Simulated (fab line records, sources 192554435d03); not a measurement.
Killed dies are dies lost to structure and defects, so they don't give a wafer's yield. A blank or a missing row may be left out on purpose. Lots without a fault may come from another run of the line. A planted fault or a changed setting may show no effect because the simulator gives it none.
fab line records | flow n5_finfet
record lots=4 wafers=12 last_day=13
route steps=1938 shown BEOL_M4@1099 BEOL_M5@1112 PASSIVATION@1936
lots that met no fault: from a run of the same line without faults
start_h: hours from the record's first day to the start of the lot's first wafer shown | wait_h: hours since the lot's step before | " the same as in the row above | L1.1+2: a row that stands for several wafers | - no value, or no start given | * or withheld: withheld | < > ~ a bound
route shown NAME@n: a module of which the file shows steps, and the number in the route of the first | usual: mean/standard deviation of fault-free wafers | same: alike in all rows | chamber/n: place in a boat | sites: the reading at each site | _std_site: their standard deviation | _edge_site: outer sites' mean less inner sites' | radius_mm: how far each site lies from the wafer's centre | mask NAME#n: copy n | behind: the tool/chamber that last shaped the wafer | hold: why the lot was held/for how many hours/how that ended | device: the transistor (n, p or np) that didn't switch | end of line: the same wafers' tests at the end of the route | a step without rows: its recipe alone | killed: dies lost to structure and defects at the first sort, not the wafer's yield | map: a wafer's dies, x killed, . not, _ none there
set.NAME: the setting as run; set.NAME@STEP: as run at that earlier step | model.NAME: the simulator's own value behind a step, which no gauge read
lots at some steps of the route; a table a step, a row a wafer
services: from which hour (start_h, from the record's first day; less than 0 if before it) a tool's chamber was out of use, for how many hours, and why
## steps
# step N5_BEOL_M4_ANNEAL_95
# recipe temp_c=400 time_s=240 ambient=vacuum
# step N5_BEOL_M4_SPUTTER_96
# recipe material=Cu target_thk_a=45 temp_c=-20 chamber_pressure_pa=0.07 power_w=withheld time_s=8.29
# step N5_BEOL_M4_ECD_50
# recipe material=Cu target_thk_a=3000
# step N5_BEOL_M4_ANNEAL_51
# recipe temp_c=225 time_s=90 ambient=N2
# step N5_BEOL_M4_CMP_52
# recipe stop_on=SiOC t_overpolish_s=6.8 down_force_psi=1 platen_rpm=50 clearing_platen_down_force_psi=1.5 clearing_platen_rpm=50 post_cmp_clean=cu_alkaline target_thk_nm=40 clearing_platen_pad_velocity_m_s=0.99484 pad_velocity_m_s=0.99484
# step N5_BEOL_M4_PRE_CLEAN_60
# recipe gas=NH3/H2 time_s=15 temp_c=* rf_power_w=300
# step N5_BEOL_M4_CO_CAP_55
# recipe material=Co target_thk_a=20 temp_c=200 precursor=CCTBA/H2 pressure_torr=30 time_s=102.1
# step N5_BEOL_M4_PRE_CLEAN_56
# recipe gas=NH3 time_s=15 temp_c=withheld rf_power_w=300
# step N5_BEOL_M4_DEP_57
# recipe material=SiCN target_thk_a=80 temp_c=withheld precursor=3MS/NH3 pressure_torr=3 rf_w=202 time_s=14
# step N5_BEOL_M4_RC_MEAS_101
# usual DIBL_N=36.0/1.7 DIBL_P=36.0/2 IOFF_N=0.156/0.028 IOFF_P=0.21/0.04 ION_N=673/12 ION_P=463/8.3 SS_N=71.4/0.6 SS_P=73.3/0.66 VT_N=250/3 VT_P=-250/3.8
# columns lot.wafer tool chamber start_h wait_h DIBL_N[mV/V] DIBL_P[mV/V] IOFF_N[nA/um] IOFF_P[nA/um] ION_N[uA/um] ION_P[uA/um] SS_N[mV/dec] SS_P[mV/dec] VT_N[mV] VT_P[mV]
L406.1 prober-01 0 173.37 0.0 36.9 36.3 0.148 0.22 661 457 72.5 72.9 253 -252
L406.3 " 0 " " 37.2 36.3 0.176 0.23 684 467 71.7 73.3 247 -249
L406.4 " 0 " " 36.2 36.1 0.156 0.22 675 467 71.7 72.9 249 -248
L410.3 prober-01 0 190.76 0.3 37.4 38.2 0.173 0.26 684 472 71.7 74.2 247 -245
L410.5 " 0 " " 35.7 35.0 0.137 0.20 668 456 70.9 72.8 252 -251
L410.6 " 0 " " 35.6 34.9 0.127 0.19 654 456 72.3 72.7 252 -251
L412.2 prober-01 0 209.64 0.2 35.6 34.4 0.140 0.19 680 467 72.3 72.9 249 -255
L412.4 " 0 " " 36.7 35.7 0.151 0.20 672 460 71.5 73.1 252 -249
L412.6 " 0 " " 38.4 37.1 0.189 0.22 681 459 72.7 73.4 249 -253
L414.2 prober-02 0 216.41 0.2 36.8 36.4 0.157 0.19 676 466 71.6 73.1 252 -252
L414.3 " 0 " " 38.0 38.0 0.187 0.22 675 461 72.2 73.6 248 -253
L414.4 " 0 " " 35.2 34.8 0.135 0.18 681 468 71.1 72.6 252 -254
# step N5_BEOL_M5_ILD_DEP_00
# recipe material=SiCOH_lowk target_thk_a=1406.4 temp_c=300 precursor=DEMS/porogen pressure_torr=5 rf_w=500 time_s=25.9
# step N5_BEOL_M5_CURE_79
# recipe temp_c=385 time_s=240 ambient=He/Ar material=SiCOH_lowk
# step N5_BEOL_M5_PECVD_70
# recipe material=SiO2 target_thk_a=160 temp_c=400 precursor=TEOS/O2 pressure_torr=5.5 rf_w=450 teos_flow_sccm=53.8 gas=O2 flow_sccm=3000 time_s=18
# step N5_BEOL_M5_HM_DEP_02
# recipe material=TiN target_thk_a=200 temp_c=25 chamber_pressure_pa=0.49996
# step N5_BEOL_M5_COAT_59
# recipe resist=SOC temp_c=250 time_s=60 spin_rpm=1500 resist_thk_nm=60
# step N5_BEOL_M5_COAT_60
# recipe resist=SiARC temp_c=220 time_s=60 spin_rpm=1500 resist_thk_nm=12
# step N5_BEOL_M5_COAT_71
# recipe resist=underlayer temp_c=205 time_s=60 spin_rpm=1500 resist_thk_nm=5
# step N5_BEOL_M5_COAT_05
# recipe resist=CAR-EUV spin_rpm=1500 resist_thk_nm=30
# step N5_BEOL_M5_EBR_07
# recipe solvent=PGMEA ebr_width_mm=1.5
# step N5_BEOL_M5_SOFTBAKE_06
# recipe temp_c=110 time_s=60 resist=CAR-EUV
# step N5_BEOL_M5_EXPOSE_08
# recipe mask_id=M5 na=0.33 source_shape=annular sigma_inner=0.4 sigma_outer=0.8 polarization=unpolarized target_cd_nm=28 dose_mj=35.75
# usual focus_offset_nm=0.0/0.52 reticle_temp_C=22.99/0.095
# columns lot.wafer tool chamber start_h wait_h mask focus_offset_nm reticle_temp_C model.BEOL_M5.overlay_x_nm
L406.1 euv_scanner-02 0 175.80 - M5#0 0.0 23.17 0.6
L406.3 " 0 " " M5#0 -0.1 23.21 0.6
L406.4 " 0 " " M5#0 0.3 23.20 0.6
L410.3 euv_scanner-02 0 193.41 - M5#0 0.2 23.10 10.8
L410.5 " 0 " " M5#0 -0.5 22.97 10.8
L410.6 " 0 " " M5#0 -0.3 22.90 10.8
L412.2 euv_scanner-01 0 211.86 - M5#0 0.1 22.90 -0.8
L412.4 " 0 " " M5#0 0.0 23.00 -0.8
L412.6 " 0 " " M5#0 0.2 23.01 -0.8
L414.2 euv_scanner-02 0 220.44 - M5#0 -0.5 23.01 11.4
L414.3 " 0 " " M5#0 -0.3 23.05 11.4
L414.4 " 0 " " M5#0 0.6 22.92 11.4
# step N5_BEOL_M5_PEB_09
# recipe peb_temp_c=100 peb_time_s=60 resist=CAR-EUV
# step N5_BEOL_M5_DEVELOP_10
# recipe develop_time_s=30 developer=TMAH resist=CAR-EUV rinse_liquid=surfactant_rinse dry=air_spin dev_temp_c=23
# step N5_BEOL_M5_OVL_MEAS_12
# recipe points_per_wafer=522
# usual M5_OVL=-0.1/0.65
# columns lot.wafer tool chamber start_h wait_h M5_OVL[nm]
L406.1 overlay-02 0 175.95 0.0 1.3
L406.3 " 0 " " 1.3
L406.4 " 0 " " 0.9
L410.3 overlay-01 0 193.57 0.0 11.7
L410.5 " 0 " " 10.7
L410.6 " 0 " " 10.8
L412.2 overlay-01 0 212.02 0.0 -0.4
L412.4 " 0 " " -0.5
L412.6 " 0 " " -1.0
L414.2 overlay-02 0 220.60 0.0 12.7
L414.3 " 0 " " 12.0
L414.4 " 0 " " 11.0
# step N5_PASSIVATION_PROBE_49
# usual defect_limited_yield=91.6/1.6 killed_at_M0_to_M3=31/10 killed_at_M4_up=14/6.3 killed_at_contacts=12/6.1 killed_at_front_end=39/12 killed_at_other=3.7/2.8 killed_dies=100/19 killed_on_rim=13/4.2 killed_open=66/14 killed_short=33/8.1 sort_bin_5_function=5.0/1.1 sort_bin_6_memory=3.2/0.66 sort_n_pass=1080/18 sort_yield_pct=91.6/1.6
# same gross_dies=1180 killed_at_back_side=0 sort_bin_4_leakage[%]=0 sort_bin_8_speed[%]=0
# columns lot.wafer tool chamber start_h wait_h defect_limited_yield[%] killed_at_M0_to_M3 killed_at_M4_up killed_at_contacts killed_at_front_end killed_at_other killed_dies killed_on_rim killed_open killed_short sort_bin_5_function[%] sort_bin_6_memory[%] sort_n_pass sort_yield_pct[%]
L406.1 prober-01 - 286.79 0.0 90.2 64 12 9 25 6 116 16 69 45 6.0 3.6 1064 90.2
L406.3 prober-01 - 286.89 0.1 90.8 61 5 11 27 5 109 18 76 33 5.5 3.5 1071 90.8
L406.4 prober-01 - 286.94 0.2 91.7 29 13 16 35 5 98 16 64 33 4.2 3.8 1082 91.7
L410.3 prober-01 - 297.13 0.1 39.4 40 617 14 38 6 715 95 74 32 30.8 3.0 465 39.4
L410.5 prober-01 - 297.23 0.2 36.3 36 637 10 63 6 752 95 75 46 32.6 3.1 428 36.3
L410.6 prober-01 - 297.28 0.3 58.6 49 406 12 21 0 488 61 63 31 19.6 3.0 692 58.6
L412.2 prober-02 - 314.54 0.1 91.4 39 13 7 34 9 102 16 63 36 4.2 3.9 1078 91.4
L412.4 prober-02 - 314.64 0.2 91.9 35 21 6 32 2 96 16 63 33 5.3 2.5 1084 91.9
L412.6 prober-02 - 314.74 0.3 88.2 48 15 12 54 10 139 18 95 43 6.4 4.7 1041 88.2
# killed by level:class
L406.1 BEOL_M0_SAQP:geometric_particle:short=20 BEOL_M0_SAQP:geometric_particle:open=13 BEOL_M3:geometric_particle:open=10 STI_FIN_REVEAL:geometric_particle:open=7 MOL_CONTACT_COAG:geometric_particle:open=6 BEOL_M1:geometric_particle:open=6 GATE_CUT:geometric_particle:short=5 BEOL_M2:geometric_particle:open=4
L406.3 BEOL_M0_SAQP:geometric_particle:open=17 BEOL_M2:geometric_particle:open=12 BEOL_M0_SAQP:geometric_particle:short=11 MOL_CONTACT_COAG:geometric_particle:open=10 FIN_SAQP:geometric_particle:short=7 BEOL_M1:geometric_particle:open=7 FIN_SAQP:geometric_particle:open=6 BEOL_M3:geometric_particle:open=6
L406.4 MOL_CONTACT_COAG:geometric_particle:open=12 BEOL_M0_SAQP:geometric_particle:open=10 BEOL_M0_SAQP:geometric_particle:short=10 FIN_SAQP:geometric_particle:short=8 STI_FIN_REVEAL:geometric_particle:open=7 BEOL_M4:geometric_particle:open=7 FIN_SAQP:geometric_particle:open=5 BEOL_M2:geometric_particle:open=4
L410.3 BEOL_M5:overlay=608 MOL_CONTACT_COAG:geometric_particle:open=11 BEOL_M0_SAQP:geometric_particle:open=10 BEOL_M3:geometric_particle:open=10 BEOL_M0_SAQP:geometric_particle:short=8 STI_FIN_REVEAL:geometric_particle:open=7 FIN_SAQP:geometric_particle:open=5 BEOL_M1:geometric_particle:open=5
L410.5 BEOL_M5:overlay=631 BEOL_M0_SAQP:geometric_particle:open=16 FIN_SAQP:geometric_particle:open=13 FIN_SAQP:geometric_particle:short=11 MOL_CONTACT_COAG:geometric_particle:open=9 STI_FIN_REVEAL:geometric_particle:open=8 BEOL_M0_SAQP:geometric_particle:short=7 STARTING-WAFER:geometric_particle:short=7
L410.6 BEOL_M5:overlay=394 BEOL_M3:geometric_particle:open=14 BEOL_M0_SAQP:geometric_particle:short=12 MOL_CONTACT_COAG:geometric_particle:open=8 BEOL_M1:geometric_particle:open=7 BEOL_M0_SAQP:geometric_particle:open=6 FIN_SAQP:geometric_particle:open=5 BEOL_M2:geometric_particle:open=5
L412.2 BEOL_M0_SAQP:geometric_particle:short=9 BEOL_M0_SAQP:geometric_particle:open=8 BEOL_M1:geometric_particle:open=7 FIN_SAQP:geometric_particle:open=6 MOL_CONTACT_COAG:geometric_particle:open=6 FIN_SAQP:geometric_particle:short=5 BEOL_M3:geometric_particle:open=5 BEOL_M4:geometric_particle:open=5
L412.4 FIN_SAQP:geometric_particle:short=12 BEOL_M3:geometric_particle:open=11 BEOL_M4:geometric_particle:open=7 FIN_SAQP:geometric_particle:open=5 MOL_CONTACT_COAG:geometric_particle:open=5 BEOL_M0_SAQP:geometric_particle:short=5 BEOL_M0:geometric_particle:open=5 BEOL_M2:geometric_particle:open=5
L412.6 BEOL_M3:geometric_particle:open=23 FIN_SAQP:geometric_particle:short=14 FIN_SAQP:geometric_particle:open=12 MOL_CONTACT_COAG:geometric_particle:open=11 STI_FIN_REVEAL:geometric_particle:open=7 BEOL_M0_SAQP:geometric_particle:short=6 BEOL_M0_SAQP:geometric_particle:open=6 BEOL_M2:geometric_particle:open=6
# map L410.5 (x killed, . not)
_________________.x.x..xxx.xx________________
______________xxx..x..xx.....xxx_____________
___________xxx.x.xxxxxx..xxx.xxxx.x__________
__________.xxxxxx.x..x.xxxx.xxxx.x.._________
________...xxxx.x.xx.xx.xxx...x...xx.._______
_______.xx.xxx.x.xx.xxx.xx.xx.xx.xx.x..______
______..xxx..x.xxxxxx...xx.xxxxxxxx.xxxx_____
_____..x.x...xx.x.x..x....x.xx.x.xx..xxxx____
____xx.x.x.x.xx.xx....xxxxx....xx.xx.xxx..___
___xxxxxxx.x.x.xxxxx...xxxxx.xxxx.x.xxx..xx__
___xx.xxxx.x.xx.x.xxxxxxxxx.....xxxx..xx.xx__
__xxx..xxx.xx.x..xx..xxx.xxxxxxxxxx.xxx.x.xx_
__x.x.xxx...xxx.xx.x.x.xxxxxxxxxx.x.x.x.xxxx_
_x......x.x.xx.xxxx.x.xxx.xx.xxx..xxxxx..xxx.
_.x..xx.x....x.xx.x..x.xx.x..xx.xx..x.xxxxxx.
_xxxx..x.xxxx.xx...xx..xxx...x.xxxxxx.xxxxx.x
_xx.xxx.x.xxx.x.x..xxxxx.xxxxxxx.x.x.x.x.xx.x
_.xx.xxx.xxxxxxxxxx.xxx...xxxxx.x.xxxx.xx.x.x
_.xxxx.x.xxxxxx..xx.xxxxx.x..xxx....xxxxx...x
_xx.xx..x....xxxx..xx.x.xxxxx.x.xx.xxxx.xxxxx
_.x.xxx.x..x.xx.xx.xx.xxxxx..xxxxxx...xx.x.x.
__x.xxx.x.xxx.x.xxxx.x..xx.x..x.xxxx.xx.xxx._
__xx..xx.x..x.xxxxxx.x.xxx.xxx..x..xx.x.x.xx_
___xxxx..xxxxx..x.x..x.xx.xxxxxxx.xxxxx.xx.__
___xxxxxxxx..x.xxx.xxxx..xx..xx...xxxxxxx.x__
____.x..x...x..x.xxxxxxxx.xx.xxx..xxxxxx.x___
_____xxxx..xx..xxxxxxxx.xx.xxx.xxx.xxxxxx____
______.x.xxx.xx.....x.x.x.x.x........x.._____
_______xx.x...xx..xxxx..x.xx.x.x...xxxx______
________x.xx.x.x..xxxxxxx..x.xxxx.x.x._______
__________x.x..x.xxx..xxxx.xxxxxx.xx_________
___________x.x.xxxxx.xx.xxxx.xxx.x.__________
______________xx.x.xxx..xxxxx..x_____________
_________________x..xxxxx.x.x________________
# map L406.1 (x killed, . not)
_________________.x..........________________
______________.................._____________
___________...x....................__________
__________....x.x..x............x..._________
________....x...........xxx...x......._______
_______....x...........xx.............x______
______..............x..x................_____
_____x......x............................____
____......x...xx............x........x..x.___
___.....................xx.x...............__
___.x......x.x...x..............x.........x__
__x..................x......x..............._
__...............x....................x....._
_x............x..............................
_....xx...x...........................x......
_x..........x.x.....x.....................x..
_...x.x....x.......x.....x.............x.x...
_............x..................xx.....x.....
_..x.............x........xx.................
_............................x..x...x....x...
_..x............x.x............x...x.......x.
__...............x................x.x......._
__...........x..x..........x..x....x........_
___......x......x......x..x...x.x..........__
___...................x...............x..x.__
____...x................x.............xx..___
_____...............x......x..x...x.....x____
______......x.....x...........x.x......._____
_______.................x..............______
________x.x..........................._______
__________......x..x.x..x..........x_________
___________........................__________
______________........x..x......_____________
_________________.........x..________________
## services
# columns tool chamber start_h hours kind
euv_scanner-02 - 189.58 1.0 pm
euv_scanner-01 - 193.90 1.0 pm
euv_scanner-01 - 213.62 2.1 repair
## key
first_sign step=N5_BEOL_M5_OVL_MEAS_12 reading=M5_OVL direction=up sigmas=18 usual=-0.1 struck=11.5
effect step=N5_PASSIVATION_PROBE_49 reading=killed_at_M4_up direction=up sigmas=86 usual=14 struck=553
model_effect step=N5_BEOL_M5_EXPOSE_08 value=BEOL_M5.overlay_x_nm without=0.1 struck=11.1
more_kills_born_at N5_BEOL_M5_EXPOSE_08@euv_scanner-02=1633
met_at N5_BEOL_M5_EXPOSE_08
struck_wafers L410.3,L410.5,L410.6,L414.2,L414.3,L414.4
rows_end L414.2,L414.3,L414.4
onset_between 175.80 193.41
fault kind=scanner_matching_overlay tool=euv_scanner-02 chamber=- onset_h=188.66 steps=N5_BEOL_M5_EXPOSE_08 offset=11.071
# rows_end: these wafers met a further fault down the route, and their rows from its step on are left out
